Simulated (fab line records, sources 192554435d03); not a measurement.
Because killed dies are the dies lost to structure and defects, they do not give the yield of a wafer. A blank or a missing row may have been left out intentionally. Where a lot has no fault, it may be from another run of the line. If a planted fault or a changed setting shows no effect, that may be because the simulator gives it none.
fab line records | flow n5Finfet
record lots=5 | wafers=15 | lastDay=18
route steps=1938 shown HKMG_FIN@438 BEOL_M4@1111 PASSIVATION@1936
lots untouched by any fault: they come from a run of this same line in which no faults occurred
startH: the number of hours between the record's first day and the start of the first shown wafer of the lot | waitH: hours elapsed since this lot's preceding step | " identical to the entry in the row above | L1.1+2: a single row standing in for several wafers | - no value, or no start was given | * or withheld: withheld | < > ~ a bound
route shown NAME@n: NAME is a module with steps in the file, n the number in the route of the first one | usual: the fault-free wafers' mean and standard deviation | same: alike in all rows | chamber/n: place in a boat | sites: each site's reading | _std_site: standard deviation of those values | _edge_site: the outer-site mean with the inner-site mean subtracted | radiusMm: how far each site lies from the wafer's centre | mask NAME#n: copy n | behind: the last tool/chamber to shape the wafer | hold: the reason the lot was held/the length of the hold in hours/how it ended | device: the transistor (n, p or np) that didn't switch | end of line: the tests these same wafers got at the end of their route | a step given without rows: its recipe and nothing more | killed: dies that structure and defects cost at the first sort, which is not the same as the wafer's yield | map: a wafer's dies, x killed, . not, _ none there
set.NAME: the setting as run; set.NAME@STEP: as run at that earlier step | model.NAME: the simulator's own value behind a step, which no gauge read
lots seen at some steps along the route; tables by step, rows by wafer
services: from which hour (startH, from the record's first day; less than 0 if before it) a tool's chamber was out of use, for how many hours, and why
## steps
# step N5_HKMG_FIN_ETCH_35
# recipe chemistry=N2/H2 | target=SOC | targetDepthA=2158 | ionEnergyEv=65 | biasW=5 | sourceW=3000 | timeS=243.4 | pressureMtorr=30 | n2FlowSccm=200 | h2FlowSccm=200
# step N5_HKMG_FIN_STRIP_92
# recipe chemistry=N2/H2 | material=SOC | timeS=20 | powerW=500 | tempC=40 | pressureMtorr=50 | rfFrequencyHz=6e+07 | biasPowerW=8 | h2Frac=0.5 | n2FlowSccm=300 | h2FlowSccm=300
# usual drypumpMotorCurrentA=5.6/0.55 | oesProductAu=0.77/0.082 | rfVppV=54.3/0.85 | showerheadPlenumPTorr=3.34/0.075 | throttleValvePct=19.0/0.4
lot.wafer | tool       | chamber | startH | waitH | drypumpMotorCurrentA | oesProductAu | rfHoursCounterH | rfVppV | showerheadPlenumPTorr | throttleValvePct
L537.1    | rieDiel-01 | 1       | 79.83  | 0.1   | 5.1                  | 0.78         | 126             | 55.1   | 3.38                  | 18.8
L537.3    | "          | 2       | "      | "     | 6.5                  | 0.92         | 30              | 55.4   | 3.41                  | 18.2
L537.5    | "          | 2       | "      | "     | 6.5                  | 0.92         | -               | 53.8   | 3.41                  | 18.3
L544.1    | rieDiel-05 | 3       | 119.58 | 0.1   | 6.1                  | 0.72         | 186             | 55.5   | 3.47                  | 19.2
L544.2    | "          | 1       | "      | "     | 5.8                  | 0.71         | 225             | 54.3   | 3.31                  | 19.0
L544.4    | "          | 0       | "      | "     | 6.1                  | 0.92         | 27              | 54.1   | 3.29                  | 18.8
L554.1    | rieDiel-01 | 1       | 177.34 | 0.1   | 5.1                  | 0.74         | 161             | 55.2   | 3.36                  | 18.9
L554.2    | "          | 2       | "      | "     | 6.4                  | 0.85         | 67              | 55.5   | 3.39                  | 18.3
L554.4    | "          | 3       | "      | "     | 5.3                  | 0.66         | 248             | 53.7   | 3.33                  | 19.4
L558.2    | rieDiel-01 | 0       | 202.47 | 0.1   | 4.9                  | 0.78         | 118             | 53.1   | 3.25                  | 19.0
L558.3    | "          | 3       | "      | "     | 5.3                  | 1.00         | 1               | 54.8   | 3.33                  | 19.0
L558.6    | "          | 2       | "      | "     | 6.5                  | 0.84         | -               | 53.9   | 3.39                  | 18.3
L560.1    | rieDiel-05 | 0       | 215.62 | 0.1   | 6.1                  | 0.87         | 55              | 53.2   | 3.28                  | 18.9
L560.4    | "          | 0       | "      | "     | 6.1                  | 0.86         | -               | 54.5   | 3.28                  | 18.9
L560.6    | "          | 1       | "      | "     | 5.8                  | 0.70         | -               | 54.5   | 3.30                  | 19.1
# step N5_HKMG_FIN_WET_ETCH_18
# recipe chemistry=SC1 | target=TiN | mix=1:1:5 | tempC=* | timeS=55 | targetDepthNm=5.2 | dry=ipaMarangoni | rinseTimeS=30 | rinseTempC=23
# step N5_HKMG_FIN_STRIP_19
# recipe chemistry=N2/H2 | powerW=2500 | tempC=300 | h2Frac=0.65 | timeS=360 | pressureMtorr=withheld | n2FlowSccm=1750 | h2FlowSccm=3250
# step N5_HKMG_FIN_ALD_91
# recipe material=TiN | targetThkA=10 | tempC=400 | aldPrecursorFamily=TiCl4 | aldCoReactant=NH3 | pulseTimeS=1 | purgeTimeS=3 | coReactantPurgeTimeS=2 | coReactantPulseTimeS=2 | aldCycles=47 | pressureTorr=3
# step N5_HKMG_FIN_COAT_85
# recipe resist=SOC | tempC=250 | timeS=60 | spinRpm=1500 | resistThkNm=300
# step N5_HKMG_FIN_ETCH_86
# recipe chemistry=N2/H2 | target=SOC | targetDepthA=3932 | stopOn=TiN | ionEnergyEv=100 | biasW=61 | pressureMtorr=30 | sourceW=850 | n2FlowSccm=200 | h2FlowSccm=200
# usual drypumpMotorCurrentA=5.6/0.57 | oesProductAu=0.76/0.069 | rfVppV=240.3/1.2 | showerheadPlenumPTorr=2.51/0.059 | throttleValvePct=17.83/0.3
lot.wafer | tool       | chamber | startH | waitH | drypumpMotorCurrentA | oesProductAu | rfHoursCounterH | rfVppV | showerheadPlenumPTorr | throttleValvePct
L537.1    | rieDiel-01 | 3       | 80.73  | -     | 5.2                  | 0.70         | 211             | 240.7  | 2.53                  | 18.03
L537.3    | "          | 0       | "      | "     | 4.9                  | 0.84         | 70              | 240.0  | 2.48                  | 17.82
L537.5    | "          | 3       | "      | "     | 5.2                  | 0.71         | -               | 241.8  | 2.53                  | 18.04
L544.1    | rieDiel-05 | 2       | 120.52 | -     | 5.5                  | 0.67         | 229             | 241.2  | 2.62                  | 17.81
L544.2    | "          | 1       | "      | "     | 5.8                  | 0.71         | 225             | 240.2  | 2.51                  | 17.91
L544.4    | "          | 0       | "      | "     | 6.1                  | 0.90         | 27              | 239.7  | 2.49                  | 17.47
L554.1    | rieDiel-01 | 3       | 178.35 | -     | 5.2                  | 0.67         | 248             | 238.5  | 2.52                  | 18.08
L554.2    | "          | 2       | "      | "     | 6.4                  | 0.83         | 67              | 240.5  | 2.57                  | 17.23
L554.4    | "          | 1       | "      | "     | 5.1                  | 0.74         | 161             | 239.7  | 2.54                  | 17.80
L558.2    | rieDiel-01 | 0       | 203.50 | -     | 4.9                  | 0.79         | 118             | 239.8  | 2.46                  | 17.91
L558.3    | "          | 3       | "      | "     | 5.2                  | 0.99         | 1               | 239.6  | 2.52                  | 17.68
L558.6    | "          | 1       | "      | "     | 5.0                  | 0.73         | -               | 241.4  | 2.54                  | 17.81
L560.1    | rieDiel-05 | 1       | 216.49 | -     | 5.8                  | 0.69         | 254             | 241.4  | 2.49                  | 17.94
L560.4    | "          | 0       | "      | "     | 6.1                  | 0.86         | -               | 239.8  | 2.48                  | 17.51
L560.6    | "          | 1       | "      | "     | 5.7                  | 0.69         | -               | 240.6  | 2.49                  | 17.96
# step N5_HKMG_FIN_STRIP_89
# recipe chemistry=N2/H2 | material=SOC | timeS=20 | powerW=500 | tempC=40 | pressureMtorr=50 | rfFrequencyHz=6e+07 | biasPowerW=8 | h2Frac=0.5 | n2FlowSccm=300 | h2FlowSccm=300
# usual drypumpMotorCurrentA=5.6/0.57 | oesProductAu=0.76/0.076 | rfVppV=54.2/0.86 | showerheadPlenumPTorr=3.32/0.075 | throttleValvePct=19.0/0.42
lot.wafer | tool       | chamber | startH | waitH | drypumpMotorCurrentA | oesProductAu | rfHoursCounterH | rfVppV | showerheadPlenumPTorr | throttleValvePct
L537.1    | rieDiel-01 | 3       | 80.79  | 0.0   | 5.2                  | 0.68         | 211             | 54.8   | 3.35                  | 19.3
L537.3    | "          | 0       | "      | "     | 4.9                  | 0.84         | 70              | 52.8   | 3.27                  | 18.9
L537.5    | "          | 3       | "      | "     | 5.2                  | 0.68         | -               | 54.3   | 3.35                  | 19.3
L544.1    | rieDiel-05 | 2       | 120.58 | 0.0   | 5.5                  | 0.67         | 229             | 54.3   | 3.46                  | 19.3
L544.2    | "          | 1       | "      | "     | 5.7                  | 0.71         | 226             | 53.2   | 3.31                  | 19.1
L544.4    | "          | 0       | "      | "     | 6.1                  | 0.92         | 27              | 54.6   | 3.29                  | 18.8
L554.1    | rieDiel-01 | 3       | 178.41 | 0.0   | 5.3                  | 0.67         | 248             | 53.3   | 3.33                  | 19.4
L554.2    | "          | 2       | "      | "     | 6.4                  | 0.86         | 67              | 54.6   | 3.39                  | 18.3
L554.4    | "          | 1       | "      | "     | 5.1                  | 0.75         | 162             | 53.9   | 3.36                  | 18.9
L558.2    | rieDiel-01 | 0       | 203.56 | 0.0   | 4.9                  | 0.79         | 118             | 54.2   | 3.25                  | 19.0
L558.3    | "          | 3       | "      | "     | 5.3                  | 0.98         | 1               | 55.5   | 3.32                  | 19.0
L558.6    | "          | 1       | "      | "     | 5.1                  | 0.73         | -               | 53.6   | 3.35                  | 18.9
L560.1    | rieDiel-05 | 1       | 216.55 | 0.0   | 5.8                  | 0.70         | 254             | 53.1   | 3.30                  | 19.1
L560.4    | "          | 0       | "      | "     | 6.1                  | 0.86         | -               | 52.8   | 3.28                  | 18.8
L560.6    | "          | 1       | "      | "     | 5.8                  | 0.70         | -               | 54.7   | 3.29                  | 19.1
# step N5_HKMG_FIN_WET_ETCH_87
# recipe chemistry=SC1 | target=TiN | mix=1:2:40 | tempC=50 | timeS=154.2 | targetDepthNm=4.7 | dry=ipaMarangoni | rinseTimeS=30 | rinseTempC=23
# step N5_HKMG_FIN_STRIP_88
# recipe chemistry=N2/H2 | powerW=2500 | tempC=300 | h2Frac=0.65 | timeS=360 | pressureMtorr=withheld | n2FlowSccm=1750 | h2FlowSccm=3250
# step N5_HKMG_FIN_NWFM_ALD_20
# recipe material=TiAlC | targetThkA=20 | tempC=300 | aldPrecursorFamily=TiCl4 | aldCoReactant=TEA | pulseTimeS=3 | purgeTimeS=2 | coReactantPurgeTimeS=2 | coReactantPulseTimeS=10 | aldCycles=7 | pressureTorr=3
# usual heaterPowerOuterW=271/24 | heaterPowerW=475/48 | precursorPulseHeightRel=1.001/0.018
lot.wafer | tool        | chamber | startH | waitH | heaterPowerOuterW | heaterPowerW | precursorPulseHeightRel
L537.1    | aldMetal-04 | 2       | 81.37  | 0.3   | 259               | 415          | 0.984
L537.3    | "           | 3       | "      | "     | 297               | 525          | 0.999
L537.5    | "           | 3       | "      | "     | 299               | 530          | 0.989
L544.1    | aldMetal-01 | 1       | 121.15 | 0.3   | 259               | 426          | 1.027
L544.2    | "           | 3       | "      | "     | 280               | 480          | 1.010
L544.4    | "           | 2       | "      | "     | 242               | 438          | 0.995
L554.1    | aldMetal-04 | 0       | 178.99 | 0.3   | 296               | 551          | 0.994
L554.2    | "           | 1       | "      | "     | 302               | 491          | 1.023
L554.4    | "           | 3       | "      | "     | 305               | 545          | 0.965
L558.2    | aldMetal-01 | 2       | 204.13 | 0.3   | 242               | 425          | 1.024
L558.3    | "           | 0       | "      | "     | 258               | 470          | 0.989
L558.6    | "           | 2       | "      | "     | 244               | 439          | 0.973
L560.1    | aldMetal-01 | 1       | 217.18 | 0.3   | 260               | 440          | 0.975
L560.4    | "           | 2       | "      | "     | 242               | 436          | 1.010
L560.6    | "           | 2       | "      | "     | 244               | 434          | 0.974
# step N5_HKMG_FIN_ALD_71
# recipe material=TiN | targetThkA=10 | tempC=400 | aldPrecursorFamily=TiCl4 | aldCoReactant=NH3 | pulseTimeS=1 | purgeTimeS=3 | coReactantPurgeTimeS=2 | coReactantPulseTimeS=2 | aldCycles=47 | pressureTorr=3
# step N5_HKMG_FIN_COAT_66
# recipe resist=SOC | tempC=250 | timeS=60 | spinRpm=1500 | resistThkNm=300
# usual dispensePressureKPa=50.0/2.1 | heaterPowerTotalW=500.4/1.7 | resistLineTempC=23.02/0.11 | runLengthS=66.06/0.21
lot.wafer | tool          | chamber | startH | waitH | dispensePressureKPa | heaterPowerTotalW | resistLineTempC | runLengthS
L537.1    | lithoTrack-04 | 0       | 81.74  | 0.2   | 50.3                | 497.7             | 23.13           | 66.35
L537.3    | "             | 0       | "      | "     | 50.3                | 502.4             | 23.22           | 66.08
L537.5    | "             | 0       | "      | "     | 50.3                | 502.0             | 23.10           | 66.05
L544.1    | lithoTrack-03 | 0       | 121.53 | 0.2   | 47.2                | 502.0             | 23.07           | 65.77
L544.2    | "             | 0       | "      | "     | 47.2                | 498.5             | 23.01           | 66.01
L544.4    | "             | 0       | "      | "     | 47.2                | 498.2             | 23.05           | 65.75
L554.1    | lithoTrack-03 | 0       | 179.36 | 0.2   | 47.2                | 497.6             | 22.98           | 65.76
L554.2    | "             | 0       | "      | "     | 47.2                | 514.0             | 23.05           | 62.63
L554.4    | "             | 0       | "      | "     | 47.2                | 500.7             | 22.97           | 65.91
L558.2    | lithoTrack-04 | 0       | 204.51 | 0.2   | 50.3                | 499.0             | 23.06           | 66.25
L558.3    | "             | 0       | "      | "     | 50.3                | 503.0             | 22.96           | 66.16
L558.6    | "             | 0       | "      | "     | 50.3                | 501.5             | 23.12           | 66.15
L560.1    | lithoTrack-02 | 0       | 217.56 | 0.2   | 52.0                | 501.2             | 22.90           | 66.05
L560.4    | "             | 0       | "      | "     | 52.0                | 500.3             | 22.96           | 66.11
L560.6    | "             | 0       | "      | "     | 52.1                | 500.4             | 23.02           | 66.44
# step N5_HKMG_FIN_ETCH_67
# recipe chemistry=N2/H2 | target=SOC | targetDepthA=3889 | stopOn=TiN | ionEnergyEv=100 | biasW=61 | pressureMtorr=30 | sourceW=850 | n2FlowSccm=200 | h2FlowSccm=200
# usual drypumpMotorCurrentA=5.7/0.55 | oesProductAu=0.75/0.083 | rfVppV=240.4/1.4 | showerheadPlenumPTorr=2.52/0.078 | throttleValvePct=17.86/0.28
lot.wafer | tool       | chamber | startH | waitH | drypumpMotorCurrentA | oesProductAu | rfHoursCounterH | rfVppV | showerheadPlenumPTorr | throttleValvePct
L537.1    | rieDiel-05 | 3       | 81.82  | -     | 6.1                  | 0.73         | 173             | 241.4  | 2.64                  | 18.09
L537.3    | "          | 1       | "      | "     | 5.8                  | 0.72         | 211             | 239.6  | 2.51                  | 17.88
L537.5    | "          | 0       | "      | "     | 6.1                  | 0.93         | -               | 238.5  | 2.50                  | 17.42
L544.1    | rieDiel-01 | 1       | 121.65 | -     | 5.1                  | 0.75         | 139             | 241.1  | 2.55                  | 17.76
L544.2    | "          | 3       | "      | "     | 5.3                  | 0.68         | 225             | 240.2  | 2.53                  | 18.05
L544.4    | "          | 2       | "      | "     | 6.4                  | 0.86         | 44              | 240.9  | 2.58                  | 17.20
L554.1    | rieDiel-06 | 3       | 179.53 | -     | 5.5                  | 0.68         | 220             | 238.7  | 2.43                  | 18.31
L554.2    | "          | 1       | "      | "     | 4.9                  | 0.76         | 153             | 237.9  | 2.44                  | 18.07
L554.4    | "          | 2       | "      | "     | 6.6                  | 0.67         | 248             | 238.9  | 2.40                  | 17.90
L558.2    | rieDiel-06 | 1       | 204.65 | -     | 4.9                  | 0.74         | 163             | 239.1  | 2.44                  | 18.08
L558.3    | "          | 0       | "      | "     | 5.7                  | 0.76         | 176             | 240.8  | 2.53                  | 17.77
L558.6    | "          | 2       | "      | "     | 6.7                  | 1.01         | -               | 244.5  | 2.72                  | 17.52
L560.1    | rieDiel-06 | 2       | 217.62 | -     | 6.6                  | 1.00         | 3               | 243.1  | 2.72                  | 17.52
L560.4    | "          | 3       | "      | "     | 5.4                  | 0.67         | 236             | 240.1  | 2.43                  | 18.34
L560.6    | "          | 1       | "      | "     | 4.9                  | 0.74         | -               | 239.4  | 2.44                  | 18.08
# step N5_BEOL_M4_RC_MEAS_101
# usual DIBL_N=36.0/1.8 | DIBL_P=36.3/2.4 | IOFF_N=0.16/0.035 | IOFF_P=0.21/0.036 | ION_N=673/13 | ION_P=461/7.2 | SS_N=71.4/0.6 | SS_P=73.2/0.7 | VT_N=250/4 | VT_P=-250.9/2.9
lot.wafer | tool      | chamber | startH | waitH | DIBL_N[mV/V] | DIBL_P[mV/V] | IOFF_N[nA/um] | IOFF_P[nA/um] | ION_N[uA/um] | ION_P[uA/um] | SS_N[mV/dec] | SS_P[mV/dec] | VT_N[mV] | VT_P[mV]
L537.1    | prober-01 | 0       | 159.78 | 0.0   | 37.7         | 37.1         | 0.19          | 0.26          | 683          | 470          | 71.3         | 73.7         | 245      | -248.4
L537.3    | "         | 0       | "      | "     | 35.2         | 34.2         | 0.14          | 0.21          | 676          | 467          | 71.1         | 72.2         | 251      | -249.9
L537.5    | "         | 0       | "      | "     | 37.9         | 38.5         | 0.20          | 0.29          | 688          | 477          | 71.5         | 73.8         | 244      | -245.4
L544.1    | prober-02 | 0       | 223.45 | 0.0   | 36.5         | 36.5         | 0.18          | 0.22          | 682          | 465          | 71.7         | 73.0         | 247      | -249.1
L544.2    | "         | 0       | "      | "     | 34.8         | 34.5         | 0.13          | 0.18          | 667          | 460          | 70.7         | 73.4         | 255      | -252.5
L544.4    | "         | 0       | "      | "     | 35.1         | 34.5         | 0.14          | 0.18          | 673          | 459          | 70.9         | 72.8         | 253      | -251.2
L554.1    | prober-02 | 0       | 279.89 | 0.0   | 35.5         | 36.0         | 0.16          | 0.19          | 672          | 459          | 71.2         | 73.3         | 248      | -251.7
L554.2    | "         | 0       | "      | "     | 35.9         | 37.5         | 0.17          | 0.21          | 694          | 465          | 71.0         | 73.5         | 248      | -251.6
L554.4    | "         | 0       | "      | "     | 33.8         | 34.0         | 0.14          | 0.18          | 668          | 457          | 70.6         | 73.0         | 250      | -253.1
L558.2    | prober-01 | 0       | 316.53 | 0.2   | 37.0         | 35.1         | 0.16          | 0.21          | 658          | 455          | 71.8         | 73.0         | 250      | -250.3
L558.3    | "         | 0       | "      | "     | 33.7         | 31.9         | 0.10          | 0.16          | 652          | 455          | 70.8         | 72.6         | 256      | -254.5
L558.6    | "         | 0       | "      | "     | 34.6         | 33.9         | 0.11          | 0.18          | 654          | 457          | 71.3         | 73.2         | 254      | -254.1
L560.1    | prober-01 | 0       | 318.29 | 0.0   | 38.7         | 38.4         | 0.19          | 0.24          | 686          | 467          | 72.1         | 73.6         | 246      | -247.2
L560.4    | "         | 0       | "      | "     | 39.2         | 37.3         | 0.19          | 0.22          | 676          | 459          | 71.9         | 74.3         | 248      | -250.4
L560.6    | "         | 0       | "      | "     | 38.1         | 37.2         | 0.17          | 0.22          | 672          | 456          | 72.2         | 73.8         | 247      | -249.7
# step N5_PASSIVATION_PROBE_49
# usual defectLimitedYield=91.2/1.4 | killed_at_M0_to_M3=35/11 | killed_at_M4_up=14/5.6 | killedAtContacts=12/5.6 | killedAtFrontEnd=38/11 | killedAtOther=4/3.4 | killedDies=103/17 | killedOpen=68/12 | killedShort=33/8.8 | sort_bin_5_function=5.1/0.89 | sort_bin_6_memory=3.3/0.71 | sortNPass=1077/17 | sortYieldPct=91.2/1.4
# same grossDies=1180 | killedAtBackSide=0 | sort_bin_4_leakage[%]=0 | sort_bin_8_speed[%]=0
lot.wafer | tool      | chamber | startH | waitH | defectLimitedYield[%] | killed_at_M0_to_M3 | killed_at_M4_up | killedAtContacts | killedAtFrontEnd | killedAtOther | killedDies | killedOpen | killedShort | sort_bin_5_function[%] | sort_bin_6_memory[%] | sortNPass | sortYieldPct[%]
L537.1    | prober-01 | -       | 266.82 | 0.0   | 91.9                  | 25                 | 17              | 19               | 34               | 1             | 96         | 74         | 20          | 4.1                    | 3.7                  | 1084      | 91.9
L537.3    | prober-01 | -       | 266.92 | 0.1   | 92.5                  | 20                 | 8               | 18               | 39               | 3             | 88         | 54         | 32          | 4.4                    | 2.6                  | 1092      | 92.5
L537.5    | prober-01 | -       | 267.02 | 0.2   | 94.7                  | 17                 | 5               | 13               | 28               | 0             | 63         | 39         | 23          | 3.5                    | 1.8                  | 1117      | 94.7
L554.1    | prober-01 | -       | 395.17 | 0.7   | 92.6                  | 31                 | 16              | 12               | 28               | 0             | 87         | 62         | 23          | 3.6                    | 3.1                  | 1093      | 92.6
L554.2    | prober-01 | -       | 395.22 | 0.8   | 90.0                  | 40                 | 21              | 10               | 46               | 1             | 118        | 82         | 36          | 5.2                    | 4.7                  | 1062      | 90.0
L554.4    | prober-01 | -       | 395.32 | 0.9   | 91.7                  | 38                 | 18              | 8                | 34               | 0             | 98         | 67         | 30          | 4.6                    | 3.4                  | 1082      | 91.7
# killed by level:class
L537.1 MOL_CONTACT_COAG:geometricParticle:open=16 FIN_SAQP:geometricParticle:open=10 BEOL_M1:geometricParticle:open=8 BEOL_M2:geometricParticle:open=7 BEOL_M5:geometricParticle:open=6 GATE_CUT:geometricParticle:short=5 FIN_SAQP:geometricParticle:short=4 BEOL_M4:geometricParticle:open=4
L537.3 MOL_CONTACT_COAG:geometricParticle:open=13 FIN_SAQP:geometricParticle:short=8 FIN_SAQP:geometricParticle:open=7 BEOL_M2:geometricParticle:open=6 MOL_CONTACT_COAG:geometricParticle:short=5 GATE_CUT:geometricParticle:open=4 BEOL_M0_SAQP:geometricParticle:short=4 STARTING-WAFER:geometricParticle:short=4
L537.5 MOL_CONTACT_COAG:geometricParticle:open=11 FIN_SAQP:geometricParticle:short=6 STI_FIN_REVEAL:geometricParticle:open=5 BEOL_M0_SAQP:geometricParticle:short=5 BEOL_M2:geometricParticle:open=5 FIN_SAQP:geometricParticle:open=4 GATE_CUT:geometricParticle:short=4 BEOL_M1:geometricParticle:open=3
L554.1 MOL_CONTACT_COAG:geometricParticle:open=10 BEOL_M3:geometricParticle:open=10 BEOL_M4:geometricParticle:open=8 STI_FIN_REVEAL:geometricParticle:open=6 BEOL_M0_SAQP:geometricParticle:short=5 BEOL_M0:geometricParticle:open=5 FIN_SAQP:geometricParticle:open=4 FIN_SAQP:geometricParticle:short=4
L554.2 BEOL_M3:geometricParticle:open=14 STI_FIN_REVEAL:geometricParticle:open=13 BEOL_M4:geometricParticle:open=11 BEOL_M0_SAQP:geometricParticle:short=9 MOL_CONTACT_COAG:geometricParticle:open=7 BEOL_M1:geometricParticle:open=7 FIN_SAQP:geometricParticle:short=5 STI_FIN_REVEAL:geometricParticle:short=5
L554.4 BEOL_M1:geometricParticle:open=11 BEOL_M4:geometricParticle:open=9 STI_FIN_REVEAL:geometricParticle:open=7 GATE_CUT:geometricParticle:short=7 MOL_CONTACT_COAG:geometricParticle:open=7 BEOL_M0_SAQP:geometricParticle:open=6 FIN_SAQP:geometricParticle:open=5 BEOL_M0_SAQP:geometricParticle:short=5
## services
tool          | chamber | startH | hours | kind
rieDiel-05    | 1       | 57.17  | 13.0  | repair
rieDiel-06    | 0       | 82.08  | 7.0   | repair
rieDiel-01    | -       | 90.23  | 0.2   | repair
aldMetal-01   | -       | 111.61 | 2.8   | pm
rieDiel-05    | -       | 147.49 | 16.3  | repair
rieDiel-01    | 1       | 164.18 | 2.6   | repair
aldMetal-01   | 1       | 165.80 | 31.0  | repair
lithoTrack-03 | -       | 176.23 | -     | consumableReplace:filter
rieDiel-01    | 3       | 181.79 | -     | clean
rieDiel-01    | 3       | 181.79 | -     | consumableReplace:focusRing
rieDiel-01    | 3       | 181.79 | 19.2  | scheduledDown
rieDiel-01    | 3       | 181.79 | 19.2  | ventCycle
aldMetal-04   | 0       | 182.77 | 30.8  | repair
rieDiel-06    | 2       | 186.97 | -     | clean
rieDiel-06    | 2       | 186.97 | -     | consumableReplace:focusRing
rieDiel-06    | 2       | 186.97 | -     | consumableReplace:showerhead
rieDiel-06    | 2       | 186.97 | 13.7  | scheduledDown
rieDiel-06    | 2       | 186.97 | 13.7  | ventCycle
aldMetal-04   | 2       | 188.80 | 22.7  | repair
aldMetal-04   | 3       | 197.15 | 26.5  | repair
rieDiel-05    | 2       | 197.50 | -     | clean
rieDiel-05    | 2       | 197.50 | -     | consumableReplace:focusRing
rieDiel-05    | 2       | 197.50 | 21.7  | scheduledDown
rieDiel-05    | 2       | 197.50 | 21.7  | ventCycle
## key
firstSign step=N5_HKMG_FIN_COAT_66 | reading=runLengthS | direction=down | sigmas=17 | usual=* | struck=*
effect step=N5_HKMG_FIN_COAT_66 | reading=heaterPowerTotalW | direction=up | sigmas=7.8 | usual=* | struck=*
metAt N5_HKMG_FIN_COAT_66
struckWafers L554.2
onsetBetween 121.53 179.36
fault kind=processParameterDrift | tool=lithoTrack-03 | chamber=- | onsetH=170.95 | steps=N5_HKMG_FIN_COAT_66 | channel=timeS | offset=* | shape=step | endH=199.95 | scope=struckWafersOnly | actsIn=* | stated=*
